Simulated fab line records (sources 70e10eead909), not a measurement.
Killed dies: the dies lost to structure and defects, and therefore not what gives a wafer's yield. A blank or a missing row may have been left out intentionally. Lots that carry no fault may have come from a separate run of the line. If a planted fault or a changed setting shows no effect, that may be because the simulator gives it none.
Which tool did it? + flow nand_harc + 8 lots, 24 wafers sampled, at 5 steps of a route of 1159

WHAT THE GAUGES READ, wafer by wafer
NHARC_END_SORT_01.
| lot  | measured     | on        | defect_limited_yield (%) |
|------|--------------|-----------|--------------------------|
| L654 | day 20 20:11 | prober-02 | 95.9 96.2 95.6           |
| L653 | day 21 11:41 | prober-02 | 0 0 0                    |
| L658 | day 21 12:50 | prober-01 | 0 0 0                    |

WHICH TOOL RAN EACH LOT (tool, then ch and the chambers of the sampled wafers, then the start)
| lot  | NHARC_A_BONDPAD_PRE_CLEAN_26            | NHARC_A_BONDPAD_ANNEAL_28        | NHARC_A_BONDPAD_CMP_19        | NHARC_THIN_TSV_GRIND_00       |
|------|-----------------------------------------|----------------------------------|-------------------------------|-------------------------------|
| L649 | pvd_sputter-01, day 18 03:50 or earlier | rtp_anneal-01 ch 0, day 18 03:50 | cmp-04 ch 0,2,3, day 18 04:08 | grinder-01 ch 0, day 18 22:11 |
| L648 | pvd_sputter-03, day 18 05:55 or earlier | rtp_anneal-01 ch 0, day 18 05:55 | cmp-04 ch 0,1,2, day 18 06:17 | grinder-01 ch 0, day 19 00:23 |
| L651 | pvd_sputter-01, day 18 11:05 or earlier | rtp_anneal-02 ch 0, day 18 11:05 | cmp-03 ch 0,3, day 18 11:28   | grinder-01 ch 0, day 19 01:35 |
| L650 | pvd_sputter-02, day 18 11:29 or earlier | rtp_anneal-01 ch 0, day 18 11:29 | cmp-03 ch 1,2,3, day 18 11:50 | grinder-01 ch 0, day 18 23:11 |
| L652 | pvd_sputter-03, day 19 01:46 or earlier | rtp_anneal-02 ch 0, day 19 01:46 | cmp-03 ch 0,3, day 19 02:02   | grinder-01 ch 0, day 19 13:35 |
| L654 | pvd_sputter-02, day 19 13:04 or earlier | rtp_anneal-01 ch 0, day 19 13:04 | cmp-01 ch 0,2,3, day 19 13:24 | grinder-01 ch 0, day 20 01:26 |
| L653 | pvd_sputter-01, day 19 22:36 or earlier | rtp_anneal-02 ch 0, day 19 22:36 | cmp-04 ch 0,3, day 19 22:56   | grinder-01 ch 0, day 20 11:28 |
| L658 | pvd_sputter-01, day 20 06:55 or earlier | rtp_anneal-01 ch 0, day 20 06:55 | cmp-01 ch 1,2,3, day 20 07:15 | grinder-01 ch 0, day 20 18:07 |
- NHARC_A_BONDPAD_PRE_CLEAN_26: time 30 s.
- NHARC_A_BONDPAD_ANNEAL_28: time 90 s.
- NHARC_A_BONDPAD_CMP_19: polishes, t overpolish 30 s, cu recess touch 16 s, target thk 169.8 nm.
- NHARC_THIN_TSV_GRIND_00

THE ANSWER, worked out from the rows above alone
Rule: usual is defined by the lots themselves. Put in order of their means at a reading, lots are off if they are a third of the lots or fewer, leave a main group of 4 or more, and stand apart from it by a gap of 3 or more times the standard deviation of the main group's means; of several such gaps the widest counts. A main group whose means are all the same, to the digits that the tables above print for the reading, isn't used. Also off: a lot with no number at a reading for which 4 or more lots have one. Any other lot the step has rows for is counted as sound.
No lot is off at any reading shown: from this, nothing can be told.

WHAT THE SIMULATOR HAD PUT IN
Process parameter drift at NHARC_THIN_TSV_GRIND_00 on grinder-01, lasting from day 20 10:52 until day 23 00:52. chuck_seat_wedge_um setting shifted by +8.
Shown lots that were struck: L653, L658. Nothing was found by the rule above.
